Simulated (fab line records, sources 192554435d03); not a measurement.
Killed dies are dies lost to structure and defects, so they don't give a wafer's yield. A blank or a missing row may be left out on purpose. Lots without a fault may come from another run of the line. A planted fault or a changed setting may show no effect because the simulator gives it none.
Chamber matching | flow n5_finfet | N5_GATE_CUT_ETCH_28 on rie_diel-02: 4 sister chambers
The step etches underlayer in N2/H2, target depth 13 nm, time 10.4 s. 4 wafers are shown with their chamber, then 7 later ones without.

WAFERS WITH THEIR CHAMBER
wafer  | chamber | showerhead_plenum_p_Torr (Torr)
L083.2 | 2       | 2.49
L087.6 | 1       | 2.35
L089.1 | 0       | 2.55
L089.5 | 3       | 2.61

WAFERS WITHOUT THEIR CHAMBER
wafer  | showerhead_plenum_p_Torr (Torr)
L089.6 | 2.54
L092.1 | 2.34
L092.2 | 2.54
L092.4 | 2.61
L095.3 | 2.34
L095.4 | 2.54
L095.6 | 2.61

WHICH CHAMBER EACH WENT THROUGH
wafer  | from the rows above | in truth
L089.6 | 0                   | 0
L092.1 | 1                   | 1
L092.2 | 0                   | 0
L092.4 | 3                   | 3
L095.3 | 1                   | 1
L095.4 | 0                   | 0
L095.6 | 3                   | 3
Placed correctly: 7 of 7. Can't be placed from these rows: 0. Placed wrongly: 0.
How it was worked out, from the rows above alone: a wafer's distance from a chamber is the root of the sum, over the readings, of the square of ((its reading less the chamber's mean) divided by the reading's scatter). The wafer belongs to the nearest chamber; if the next one is less than 2 further off, it can't be placed. A chamber's mean is the mean of its shown wafers. The scatter: with one shown wafer a chamber, the root of the mean of the squares of how far each hidden wafer lies from its nearest shown one.
